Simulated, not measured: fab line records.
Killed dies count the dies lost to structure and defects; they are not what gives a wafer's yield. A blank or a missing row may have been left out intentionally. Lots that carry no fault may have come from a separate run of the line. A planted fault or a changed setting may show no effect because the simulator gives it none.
A single fault, viewed from 3 desks || flow nand_harc || every desk sees just its own numbers, and what lay behind them comes last

== THE DEFECT DESK ==
Counts from the inspections along the route, per lot, as means over the sampled wafers that have a number. The brackets show how far a lot's mean lies from the usual mean; more than 4 standard deviations puts the lot out of limits, marked OUT.
Columns: A = raw_defect_count at NHARC_A_M1_INSPECT_11, usual 90
{"lot": "L963", "first seen here": "day 23 12:55", "A": 113}
{"lot": "L962", "first seen here": "day 23 14:01", "A": 48}
{"lot": "L964", "first seen here": "day 23 18:51", "A": 165}
{"lot": "L966", "first seen here": "day 25 11:32", "A": 161}
{"lot": "L973", "first seen here": "day 27 02:22", "A": 89}
{"lot": "L974", "first seen here": "day 27 21:52", "A": 75}
{"lot": "L975", "first seen here": "day 28 16:27", "A": 93}
{"lot": "L978", "first seen here": "day 29 03:59", "A": 85}
{"lot": "L981", "first seen here": "day 31 04:56", "A": 86}
{"lot": "L982", "first seen here": "day 31 19:29", "A": 88}
{"lot": "L985", "first seen here": "day 32 18:01", "A": 107}
Finding of this desk: none of the 11 lots has anything out of limits.

== METROLOGY DESK ==
What the gauges read, lot by lot, whatever tool the lot ran on: means of the sampled wafers that have a number. The brackets show how far a lot's mean lies from the usual mean; more than 4 standard deviations puts the lot out of limits, marked OUT.
Columns: A = cd_nm at NHARC_A_M0_CD_MEAS_16, usual 80.2 nm; B = cd_nm at NHARC_A_M1_CD_MEAS_09, usual 120.2 nm
{"lot": "L963", "first seen here": "day 23 09:16", "A": 80.6, "B": 120.2}
{"lot": "L962", "first seen here": "day 23 09:54", "A": 81.2, "B": 120.5}
{"lot": "L964", "first seen here": "day 23 15:17", "A": 79.1, "B": 119.9}
{"lot": "L966", "first seen here": "day 25 07:57", "A": 80.3, "B": 120.8}
{"lot": "L973", "first seen here": "day 26 22:41", "A": 79.3, "B": 119.4}
{"lot": "L974", "first seen here": "day 27 18:17", "A": 80.0, "B": 119.0}
{"lot": "L975", "first seen here": "day 28 12:52", "A": 79.9, "B": 120.2}
{"lot": "L978", "first seen here": "day 29 00:16", "A": 79.9, "B": 120.2}
{"lot": "L981", "first seen here": "day 31 01:15", "A": 81.2, "B": 119.7}
{"lot": "L982", "first seen here": "day 31 15:28", "A": 79.3, "B": 120.7}
{"lot": "L985", "first seen here": "day 32 14:17", "A": 81.0, "B": 119.4}
Finding of this desk: none of the 11 lots has anything out of limits.

== AT THE TOOL OWNER'S DESK: litho_track-04 ==
The tool's own readings at NHARC_A_M1_PEB_07 (peb time 65 s): means of the sampled wafers that have a number, for each lot that ran on this tool. The brackets show how far a lot's mean lies from the usual mean; more than 4 standard deviations puts the lot out of limits, marked OUT.
Columns: A = chill_plate_temp_C at NHARC_A_M1_PEB_07, usual 23.00 C; B = heater_power_total_W at NHARC_A_M1_PEB_07, usual 156.7 W
{"lot": "L963", "first seen here": "day 23 12:43", "A": 22.98, "B": 157.0}
{"lot": "L964", "first seen here": "day 23 18:38", "A": 22.86, "B": 156.7}
{"lot": "L966", "first seen here": "day 25 11:20", "A": 22.99, "B": 156.9}
{"lot": "L973", "first seen here": "day 27 02:10", "A": 22.95, "B": "159.2 (+6.0) OUT"}
{"lot": "L974", "first seen here": "day 27 21:39", "A": 23.07, "B": "159.1 (+5.8) OUT"}
{"lot": "L981", "first seen here": "day 31 04:44", "A": 22.99, "B": 157.0}
{"lot": "L982", "first seen here": "day 31 19:17", "A": 22.89, "B": 156.5}
Finding of this desk: L973, L974 out of limits; the first was L973 at day 27 02:10, on heater_power_total_W at NHARC_A_M1_PEB_07. L963, L964, L966, L981, L982 stayed within limits.

== ALL TOGETHER ==
The tool owner's desk had the chance to raise an alarm at day 27 02:10 on L973, L974.
Nothing out of limits was seen by the defect desk.
The metrology desk saw nothing out of limits.
The defect desk has L973, L974 on record, within its limits.
The metrology desk has L973, L974 on record, within its limits.
Of the lots named, all ran NHARC_A_M1_PEB_07 on litho_track-04.

== WHAT THE SIMULATOR HAD INSERTED ==
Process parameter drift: litho_track-04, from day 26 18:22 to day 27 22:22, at NHARC_A_M1_PEB_07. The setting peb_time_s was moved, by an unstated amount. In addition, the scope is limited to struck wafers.
Shown lots that were struck: L973, L974.
Hours from the fault's start to each desk's first reading out of limits: the tool owner's desk, 8.
